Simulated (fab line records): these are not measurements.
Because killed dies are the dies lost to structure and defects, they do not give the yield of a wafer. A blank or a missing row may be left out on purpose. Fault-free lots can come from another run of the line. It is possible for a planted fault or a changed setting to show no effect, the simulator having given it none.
fab line records -- flow nand-harc
record lots=6, wafers=18, last-day=33
route steps=1302 shown A_BLC@1133 A_M0@1137
lots with no fault: from the same line, run without faults
start-h: hours from the record's opening day to when the first of the lot's shown wafers began -- wait-h: time in hours since the lot's previous step -- " as in the row above -- L1.1+2: a row that stands for several wafers -- - either no value or no given start -- * or withheld: withheld -- < > ~ a bound
route shown NAME@n: a module of which the file shows steps, and the number in the route of the first -- usual: average and standard deviation across the fault-free wafers -- same: alike in all rows -- chamber/n: place in a boat -- sites: each site's reading -- _std_site: the standard deviation of these -- _edge_site: inner sites' mean taken away from outer sites' mean -- radius-mm: for every site, how far away it sits from the centre of the wafer -- mask NAME#n: copy n -- behind: the tool/chamber that last shaped the wafer -- hold: cause of the lot's hold/its duration in hours/its outcome -- device: transistor that didn't switch, given as n, p or np -- end of line: the tests these same wafers got at the end of their route -- a step with no rows: only its recipe -- killed: dies lost to structure and defects at the first sort, not the wafer's yield -- map: a wafer's dies, marking killed ones x, the rest . and places with no die _
set.NAME: the run value of the setting; set.NAME@STEP: its run value at that earlier step -- model.NAME: the simulator's own value behind a step, which no gauge read
lots at some steps of the route; a table a step, a row a wafer
services: the hour from which a tool's chamber was out of use, counted from the record's first day as start-h (under 0 if before that day), plus the number of hours and why
## steps
# step NHARC_A_BLC_CMP_25
# recipe t-overpolish-s=30, target-thk-nm=150
# usual motor-current-A=11.6/1.5, overpolish-run-s=29.999/0.0087, time-to-endpoint-s=31.5/2.9
lot.wafer,tool,chamber,start-h,wait-h,motor-current-A,overpolish-run-s,time-to-endpoint-s
L792.4,cmp-01,0,527.90,0.3,10.9,29.996,29.0
L792.3,cmp-01,2,527.90,0.3,11.1,30.005,32.3
L792.1,cmp-01,3,527.90,0.3,10.5,30.000,34.3
L802.4,cmp-01,2,642.60,0.3,10.7,30.013,31.3
L802.6,cmp-01,3,642.60,0.3,10.2,29.992,30.7
L802.5,cmp-01,0,642.60,0.3,10.7,30.016,26.5
L805.4,cmp-01,2,655.71,0.3,11.0,30.000,32.8
L805.5,cmp-01,1,655.71,0.3,12.4,30.001,32.6
L805.6,cmp-01,2,655.71,0.3,10.8,30.014,31.9
L809.3,cmp-04,3,685.79,0.2,15.1,30.006,27.7
L809.2,cmp-04,0,685.79,0.2,13.2,30.001,35.6
L809.4,cmp-04,1,685.79,0.2,9.6,30.014,30.1
L811.2,cmp-02,0,731.36,0.5,11.4,29.993,31.0
L811.5,cmp-02,0,731.36,0.5,11.1,30.005,32.1
L811.6,cmp-02,1,731.36,0.5,10.1,29.973,31.5
L813.2,cmp-02,1,737.57,0.4,9.5,30.000,32.0
L813.1,cmp-02,0,737.57,0.4,11.2,29.990,30.1
L813.6,cmp-02,1,737.57,0.4,10.3,29.995,31.5
# step NHARC_A_BLC_SRD_27
# step NHARC_A_BLC_INSPECT_28
# usual raw-defect-count=505/140
lot.wafer,tool,chamber,start-h,wait-h,raw-defect-count
L792.1,defect-inspect-01,-,528.30,0.1,469
L792.3,defect-inspect-01,-,528.30,0.1,433
L792.4,defect-inspect-01,-,528.30,0.1,391
L802.4,defect-inspect-02,-,642.93,0.1,382
L802.5,defect-inspect-02,-,642.93,0.1,424
L802.6,defect-inspect-02,-,642.93,0.1,656
L805.4,defect-inspect-01,-,656.09,0.1,1048
L805.5,defect-inspect-01,-,656.09,0.1,730
L805.6,defect-inspect-01,-,656.09,0.1,789
L809.2,defect-inspect-02,-,686.19,0.1,498
L809.3,defect-inspect-02,-,686.19,0.1,555
L809.4,defect-inspect-02,-,686.19,0.1,539
L811.2,defect-inspect-02,-,731.76,0.1,354
L811.5,defect-inspect-02,-,731.76,0.1,437
L811.6,defect-inspect-02,-,731.76,0.1,424
L813.1,defect-inspect-02,-,737.97,0.1,484
L813.2,defect-inspect-02,-,737.97,0.1,832
L813.6,defect-inspect-02,-,737.97,0.1,414
# step NHARC_A_M0_DEP_00
# recipe target-thk-a=1500, target-thk-nm=150, temp-c=withheld, pressure-torr=5, flow-sccm=200, rf-w=600, material=SiOC
# step NHARC_A_M0_DEHYDRATE_01
# recipe temp-c=150, time-s=120
# step NHARC_A_M0_HMDS_02
# recipe time-s=30
# step NHARC_A_M0_COAT_33
# recipe temp-c=200, time-s=65
# step NHARC_A_M0_COAT_03
# recipe spin-rpm=1500, resist-thk-nm=90
# step NHARC_A_M0_SOFTBAKE_04
# recipe temp-c=105, time-s=55
# step NHARC_A_M0_EBR_05
# step NHARC_A_M0_EXPOSE_06
# recipe na=1.35, target-cd-nm=80, dose-mj=83.25, mask-id=A_M0
# step NHARC_A_M0_PEB_07
# recipe peb-temp-c=100, peb-time-s=65
# usual heater-power-total-W=156.6/0.44, plate-temp-C=99.97/0.14
lot.wafer,tool,chamber,start-h,wait-h,heater-power-total-W,plate-temp-C
L792.1,litho-track-01,0,529.17,0.1,156.4,100.19
L792.3,litho-track-01,0,529.17,0.1,156.1,100.17
L792.4,litho-track-01,0,529.17,0.1,157.2,100.24
L802.4,litho-track-06,0,643.75,0.0,174.5,108.04
L802.5,litho-track-06,0,643.75,0.0,174.4,108.11
L802.6,litho-track-06,0,643.75,0.0,173.5,108.06
L805.4,litho-track-06,0,656.91,0.0,173.3,107.78
L805.5,litho-track-06,0,656.91,0.0,173.4,108.00
L805.6,litho-track-06,0,656.91,0.0,173.4,108.07
L809.2,litho-track-01,0,687.15,0.1,157.1,99.92
L809.3,litho-track-01,0,687.15,0.1,156.4,99.94
L809.4,litho-track-01,0,687.15,0.1,157.0,100.15
L811.2,litho-track-06,0,732.58,0.1,156.7,100.00
L811.5,litho-track-06,0,732.58,0.1,157.2,99.83
L811.6,litho-track-06,0,732.58,0.1,156.5,100.04
L813.1,litho-track-01,0,738.79,0.1,157.1,100.15
L813.2,litho-track-01,0,738.79,0.1,157.1,99.79
L813.6,litho-track-01,0,738.79,0.1,155.9,99.86
# step NHARC_A_M0_DEVELOP_08
# recipe develop-time-s=35, dev-temp-c=23
# step NHARC_A_M0_CD_MEAS_09
# recipe target-cd-nm=80, landing-energy-ev=500
# usual cd-nm=80.0/0.7
lot.wafer,tool,chamber,start-h,wait-h,cd-nm
L792.1,cd-sem-02,0,529.24,-,78.9
L792.3,cd-sem-02,0,529.24,-,80.1
L792.4,cd-sem-02,0,529.24,-,80.4
L802.4,cd-sem-01,0,643.83,-,106.7
L802.5,cd-sem-01,0,643.83,-,104.7
L802.6,cd-sem-01,0,643.83,-,105.7
L805.4,cd-sem-01,0,657.00,-,107.1
L805.5,cd-sem-01,0,657.00,-,105.4
L805.6,cd-sem-01,0,657.00,-,105.9
L809.2,cd-sem-03,0,687.23,-,78.9
L809.3,cd-sem-03,0,687.23,-,79.2
L809.4,cd-sem-03,0,687.23,-,79.4
L811.2,cd-sem-02,0,732.66,-,79.8
L811.5,cd-sem-02,0,732.66,-,79.7
L811.6,cd-sem-02,0,732.66,-,79.6
L813.1,cd-sem-01,0,738.87,-,79.7
L813.2,cd-sem-01,0,738.87,-,81.1
L813.6,cd-sem-01,0,738.87,-,80.9
# step NHARC_A_M0_OVL_MEAS_10
# recipe pitch-nm=160
# usual overlay-x-nm=0.0/0.74, overlay-y-nm=-0.5/0.79
lot.wafer,tool,chamber,start-h,wait-h,overlay-x-nm,overlay-y-nm
L792.1,overlay-01,-,529.33,-,1.0,0.6
L792.3,overlay-01,-,529.33,-,0.4,0.3
L792.4,overlay-01,-,529.33,-,1.0,1.0
L802.4,overlay-02,-,643.91,-,-0.6,1.1
L802.5,overlay-02,-,643.91,-,-0.5,1.0
L802.6,overlay-02,-,643.91,-,-0.3,1.2
L805.4,overlay-02,-,657.08,-,0.9,-0.1
L805.5,overlay-02,-,657.08,-,1.4,-0.3
L805.6,overlay-02,-,657.08,-,1.0,-0.4
L809.2,overlay-02,-,687.31,-,-0.1,-1.0
L809.3,overlay-02,-,687.31,-,0.3,-1.7
L809.4,overlay-02,-,687.31,-,0.0,-1.2
L811.2,overlay-01,-,732.75,-,1.3,-0.9
L811.5,overlay-01,-,732.75,-,1.1,-0.8
L811.6,overlay-01,-,732.75,-,1.5,-0.9
L813.1,overlay-01,-,738.96,-,-1.2,-0.5
L813.2,overlay-01,-,738.96,-,-0.7,-0.2
L813.6,overlay-01,-,738.96,-,-1.5,-0.1
# step NHARC_A_M0_INSPECT_11
# usual raw-defect-count=82/35
lot.wafer,tool,chamber,start-h,wait-h,raw-defect-count
L792.1,defect-inspect-01,-,529.37,0.0,65
L792.3,defect-inspect-01,-,529.37,0.0,69
L792.4,defect-inspect-01,-,529.37,0.0,73
L802.4,defect-inspect-02,-,643.95,0.0,25
L802.5,defect-inspect-02,-,643.95,0.0,19
L802.6,defect-inspect-02,-,643.95,0.0,15
L805.4,defect-inspect-01,-,657.12,0.0,102
L805.5,defect-inspect-01,-,657.12,0.0,80
L805.6,defect-inspect-01,-,657.12,0.0,92
L809.2,defect-inspect-02,-,687.35,0.0,111
L809.3,defect-inspect-02,-,687.35,0.0,117
L809.4,defect-inspect-02,-,687.35,0.0,127
L811.2,defect-inspect-02,-,732.79,0.0,65
L811.5,defect-inspect-02,-,732.79,0.0,70
L811.6,defect-inspect-02,-,732.79,0.0,53
L813.1,defect-inspect-02,-,739.00,0.0,38
L813.2,defect-inspect-02,-,739.00,0.0,36
L813.6,defect-inspect-02,-,739.00,0.0,33
# step NHARC_A_M0_DESCUM_14
# recipe time-s=3, o2-flow-sccm=200, ar-flow-sccm=0, bias-power-w=0, chemistry=O2
# usual drypump-motor-current-A=5.8/0.41, oes-product-au=0.996/0.0098, rf-vpp-V=57.9/0.84, showerhead-plenum-p-Torr=1.93/0.07, throttle-valve-pct=11.311/0.0093
lot.wafer,tool,chamber,start-h,wait-h,drypump-motor-current-A,oes-product-au,rf-hours-counter-h,rf-vpp-V,showerhead-plenum-p-Torr,throttle-valve-pct,model.A_M0.cd-nm
L792.1,rie-diel-01,1,529.43,0.1,5.4,1.020,4.8,57.8,1.79,11.321,79.22
L792.3,rie-diel-01,3,529.43,0.1,6.0,1.002,5.6,57.0,1.95,11.309,80.27
L792.4,rie-diel-01,0,529.43,0.1,6.2,0.989,5.5,58.2,1.85,11.313,80.89
L802.4,rie-diel-07,1,644.03,0.1,5.6,0.991,6.7,57.4,2.00,11.308,106.2
L802.5,rie-diel-07,2,644.03,0.1,5.3,0.998,-,56.6,1.98,11.318,105.8
L802.6,rie-diel-07,3,644.03,0.1,5.9,0.981,-,57.8,1.89,11.329,105.4
L805.4,rie-diel-10,2,657.18,0.1,5.4,1.003,3.4,58.2,2.03,11.295,107.1
L805.6,rie-diel-10,1,657.18,0.1,5.3,0.989,-,57.3,1.88,11.295,106.6
L805.5,rie-diel-10,2,657.18,0.1,5.4,1.001,-,57.7,2.03,11.311,105
L809.2,rie-diel-01,0,687.42,0.1,6.2,0.979,6.8,57.6,1.85,11.311,78.75
L809.4,rie-diel-01,1,687.42,0.1,5.4,1.010,7.2,56.2,1.79,11.317,79.18
L809.3,rie-diel-01,2,687.42,0.1,6.4,1.007,7.9,58.0,2.02,11.307,79.63
L811.2,rie-diel-01,2,732.86,0.1,6.4,1.000,13.3,59.0,2.02,11.309,80.73
L811.5,rie-diel-01,1,732.86,0.1,5.5,1.007,-,57.6,1.79,11.308,79.72
L811.6,rie-diel-01,2,732.86,0.1,6.4,1.005,-,58.1,2.02,11.314,80.28
L813.1,rie-diel-07,2,739.06,0.1,5.3,1.003,4.8,57.4,1.98,11.308,79.74
L813.2,rie-diel-07,3,739.06,0.1,5.9,0.994,5.2,58.8,1.89,11.308,79.96
L813.6,rie-diel-07,2,739.06,0.1,5.3,0.999,-,56.8,1.98,11.310,80.7
# step NHARC_A_M0_ETCH_34
# recipe target-depth-a=400, overetch-a=120, time-s=43.94, ion-energy-ev=200, n2-flow-sccm=150, h2-flow-sccm=150, ar-flow-sccm=0, rf-w=400, bias-w=150, chemistry=N2/H2
# usual drypump-motor-current-A=5.8/0.42, oes-product-au=0.997/0.0099, rf-vpp-V=431.1/2.1, showerhead-plenum-p-Torr=2.06/0.074, throttle-valve-pct=14.171/0.0094
lot.wafer,tool,chamber,start-h,wait-h,drypump-motor-current-A,oes-product-au,rf-hours-counter-h,rf-vpp-V,showerhead-plenum-p-Torr,throttle-valve-pct
L792.3,rie-diel-01,3,529.52,0.1,6.0,0.998,5.6,430.1,2.07,14.182
L792.4,rie-diel-01,0,529.52,0.1,6.2,1.002,5.6,429.5,1.97,14.170
L792.1,rie-diel-01,1,529.52,0.1,5.5,1.009,4.8,427.8,1.91,14.163
L802.4,rie-diel-07,0,644.10,0.1,6.4,0.997,7.7,431.2,2.04,14.189
L802.5,rie-diel-07,2,644.10,0.1,5.3,1.001,-,433.0,2.11,14.155
L802.6,rie-diel-07,3,644.10,0.1,6.0,0.999,-,429.4,2.02,14.167
L805.4,rie-diel-10,2,657.31,0.1,5.4,0.998,3.4,434.0,2.17,14.183
L805.6,rie-diel-10,3,657.31,0.1,5.4,0.986,-,434.9,2.19,14.189
L805.5,rie-diel-10,0,657.31,0.1,5.2,0.993,-,428.9,1.95,14.177
L809.4,rie-diel-01,1,687.50,0.1,5.5,1.007,7.2,427.1,1.91,14.178
L809.2,rie-diel-01,3,687.50,0.1,6.0,0.998,5.6,431.5,2.07,14.183
L809.3,rie-diel-01,0,687.50,0.1,6.2,0.967,6.8,428.4,1.97,14.173
L811.2,rie-diel-01,1,732.94,0.1,5.4,1.009,11.2,426.8,1.90,14.165
L811.6,rie-diel-01,0,732.94,0.1,6.2,0.978,-,428.2,1.97,14.183
L811.5,rie-diel-01,1,732.94,0.1,5.5,1.016,-,426.4,1.90,14.169
L813.1,rie-diel-07,2,739.14,0.1,5.3,0.998,4.8,431.4,2.11,14.177
L813.2,rie-diel-07,0,739.14,0.1,6.3,1.001,4.7,430.4,2.04,14.163
L813.6,rie-diel-07,3,739.14,0.1,5.9,0.997,-,429.5,2.02,14.176
# step NHARC_A_M0_ETCH_15
# recipe target-depth-a=1500, overetch-a=150, time-s=82.5, c4f8-flow-sccm=withheld, ar-flow-sccm=400, rf-w=600, bias-w=300, chemistry=C4F8/Ar
# usual oes-product-au=0.942/0.023, rf-vpp-V=441.3/2.3
lot.wafer,tool,chamber,start-h,wait-h,oes-product-au,rf-hours-counter-h,rf-vpp-V,model.A_M0.cd-nm
L792.1,rie-diel-01,2,-,-,0.980,4.9,443.1,79.42
L792.4,rie-diel-01,3,-,-,0.972,5.7,440.3,81.22
L792.3,rie-diel-01,0,-,-,0.979,5.6,438.8,79.88
L802.4,rie-diel-07,0,-,-,0.922,7.7,441.8,106.5
L802.5,rie-diel-07,0,-,-,0.919,-,441.2,105.9
L802.6,rie-diel-07,1,-,-,0.918,-,442.7,105
L805.4,rie-diel-10,1,-,-,0.939,2.8,439.0,107.2
L805.6,rie-diel-10,2,-,-,0.934,-,443.5,106.9
L805.5,rie-diel-10,3,-,-,0.918,-,444.2,104.8
L809.4,rie-diel-01,3,-,-,0.964,5.6,441.8,79.15
L809.3,rie-diel-01,0,-,-,0.948,6.9,439.1,79.75
L809.2,rie-diel-01,2,-,-,0.984,8.0,443.2,78.57
L811.2,rie-diel-01,2,-,-,0.917,13.4,443.6,81
L811.5,rie-diel-01,1,-,-,0.926,-,437.1,79.84
L811.6,rie-diel-01,2,-,-,0.925,-,443.9,80.32
L813.2,rie-diel-07,2,-,-,0.917,4.8,443.7,79.81
L813.1,rie-diel-07,3,-,-,0.915,5.2,439.1,79.38
L813.6,rie-diel-07,2,-,-,0.927,-,443.3,80.65
# step NHARC_A_M0_CD_MEAS_16
# usual cd-nm=80.0/0.85
lot.wafer,tool,chamber,start-h,wait-h,cd-nm
L792.1,cd-sem-03,-,529.73,-,79.5
L792.3,cd-sem-03,-,529.73,-,79.8
L792.4,cd-sem-03,-,529.73,-,81.1
L802.4,cd-sem-03,-,644.31,-,106.5
L802.5,cd-sem-03,-,644.31,-,105.7
L802.6,cd-sem-03,-,644.31,-,104.9
L805.4,cd-sem-02,-,657.51,-,107.4
L805.5,cd-sem-02,-,657.51,-,104.7
L805.6,cd-sem-02,-,657.51,-,106.8
L809.2,cd-sem-01,-,687.71,-,78.8
L809.3,cd-sem-01,-,687.71,-,79.6
L809.4,cd-sem-01,-,687.71,-,79.1
L811.2,cd-sem-03,-,733.15,-,81.2
L811.5,cd-sem-03,-,733.15,-,79.8
L811.6,cd-sem-03,-,733.15,-,80.3
L813.1,cd-sem-02,-,739.35,-,79.6
L813.2,cd-sem-02,-,739.35,-,80.0
L813.6,cd-sem-02,-,739.35,-,80.8
## services
tool,chamber,start-h,hours,kind
litho-track-01,-,505.00,7.0,pm
cmp-01,-,506.09,0.8,repair
rie-diel-10,3,521.00,3.3,repair
litho-track-06,-,529.00,7.0,pm
rie-diel-01,2,535.14,4.2,repair
rie-diel-10,1,540.00,4.2,repair
rie-diel-01,-,558.01,9.0,pm
cmp-01,-,561.89,1.9,repair
cmp-01,-,579.55,4.0,pm
cmp-01,-,584.17,1.4,repair
rie-diel-07,3,588.84,4.2,repair
rie-diel-10,-,596.97,9.0,pm
rie-diel-07,1,610.61,13.4,repair
rie-diel-07,3,630.05,4.0,repair
rie-diel-07,-,648.20,9.0,pm
rie-diel-01,3,655.49,14.6,repair
rie-diel-10,1,665.18,12.1,repair
rie-diel-10,3,668.56,16.0,repair
cmp-01,-,677.55,4.0,pm
litho-track-01,-,680.00,7.0,pm
rie-diel-07,-,688.35,1.0,repair
rie-diel-01,1,693.37,5.1,repair
rie-diel-01,3,706.32,5.1,repair
rie-diel-01,-,735.01,9.0,pm
## key
first-sign step=NHARC_A_M0_PEB_07, reading=plate-temp-C, direction=up, sigmas=57, usual=*, struck=*
effect step=NHARC_A_M0_PEB_07, reading=heater-power-total-W, direction=up, sigmas=39, usual=*, struck=*
effect step=NHARC_A_M0_CD_MEAS_09, reading=cd-nm, direction=up, sigmas=37, usual=80.0, struck=105.9
effect step=NHARC_A_M0_CD_MEAS_16, reading=cd-nm, direction=up, sigmas=31, usual=80.0, struck=106.0
model-effect step=NHARC_A_M0_DESCUM_14, value=A_M0.cd-nm, without=80.17, struck=106
model-effect step=NHARC_A_M0_ETCH_15, value=A_M0.cd-nm, without=80.18, struck=106
met-at NHARC_A_M0_PEB_07
struck-wafers L802.4,L802.5,L802.6,L805.4,L805.5,L805.6
later-rows-left-out L802.4,L802.5,L802.6,L805.4,L805.5,L805.6
sort-left-out L802.4,L802.5,L802.6,L805.4,L805.5,L805.6
fault kind=process-parameter-drift, tool=litho-track-06, chamber=-, onset-h=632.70, steps=NHARC_A_M0_PEB_07, channel=peb-temp-c, offset=*, shape=step, end-h=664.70, acts-in=*, stated=*
# sort-left-out: the simulated sort isn't trusted on such a fault, so these wafers' sort isn't shown, and their yield isn't known
# later-rows-left-out: the simulator's readings of these wafers behind a module that went badly wrong aren't trusted and aren't shown, but for the sort
